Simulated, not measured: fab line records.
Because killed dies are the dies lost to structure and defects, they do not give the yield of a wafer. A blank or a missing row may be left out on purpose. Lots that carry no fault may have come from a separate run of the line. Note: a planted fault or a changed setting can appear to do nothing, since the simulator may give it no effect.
Code-filled problem report in 8D (eight disciplines) form    flow n5-finfet    the parts of the form that need people (team, actions taken, sign-off) are left out

1. THE PROBLEM
At N5_BEOL_M15_STRIP_63, chamber-pressure-mTorr averages 39.01 mTorr over 9 wafers from 3 lots, while fault-free wafers read 30.00 mTorr, standard deviation 0.048. That is +99 or more standard deviations from the usual mean.
The step: strips in O2.
First observed at day 18 02:00: wafer L796.3, on rie-diel-02. The record holds 30 wafers of 11 lots with a number at this step. Rule for "out", or "out of limits": more than 4 standard deviations from the usual mean. The rest of the wafers with a number are treated as sound.

2. WHAT IT IS, AND WHAT IT ISN'T
question                     is                      is not
which readings at this step  chamber-pressure-mTorr  showerhead-plenum-p-Torr, throttle-valve-pct
which lots                   L796, L797, L799        L784, L785, L787, L788, L790, L803, L806, L807
which wafers of those lots   all that have a number  -
read on which tools          rie-diel-02             rie-diel-03, rie-diel-06
when                         from day 18 02:00       up to then (13 sound wafers); but 8 sound wafers of L803, L806, L807 came after

3. SUSPECTS, AND WHAT RULES EACH OUT
Counting: any tool at a process step up to the reading is kept as a suspect provided that every lot that is out went through it and no sound lot did after the first of them.
- rie-diel-02 at N5_BEOL_M15_ETCH_59 (etches BARC in N2/H2, target depth 89 nm, overetch 26.7 nm, time 67.9 s): kept. All lots that are out passed through it, beginning with L796 at day 18 02:19, and no sound lot followed; its final sound lot before that point was L787 at day 16 09:37.
- rie-diel-02 at N5_BEOL_M15_STRIP_63 (strips in O2): kept. All lots that are out passed through it, beginning with L796 at day 18 02:00, and no sound lot followed; its final sound lot before that point was L787 at day 16 09:00. Out on those wafers are its own readings of chamber-pressure-mTorr.
Remaining after the count are rie-diel-02 at N5_BEOL_M15_ETCH_59 and rie-diel-02 at N5_BEOL_M15_STRIP_63.

4. THE CAUSE (what the simulator had put in)
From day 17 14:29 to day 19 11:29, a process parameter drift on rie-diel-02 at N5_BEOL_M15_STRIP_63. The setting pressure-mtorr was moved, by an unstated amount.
Counting leaves 2 suspects; this tool is one of them.

5. SEQUENCE OF EFFECTS, ordered by route
Each row: a reading where the mean over the struck wafers with a number is more than 3 standard deviations away from the usual. Scope: only readings with a usual standard deviation given in the record; hours: median across lots of the time from each lot's start at the first step in this table that gives one to its start at this step; sigmas: change in usual standard deviations.
hours  step                  reading                 usual        on struck wafers  change  sigmas
0      N5_BEOL_M15_STRIP_63  chamber-pressure-mTorr  30.00 mTorr  39.01             +9.01   +99 or more
It contains these process steps:
- N5_BEOL_M15_STRIP_63: strips in O2.

6. HOW IT WOULD HAVE BEEN CAUGHT EARLIER
First out-of-limits reading in this record: day 18 02:00, which is 12 hours after fault onset at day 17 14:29.
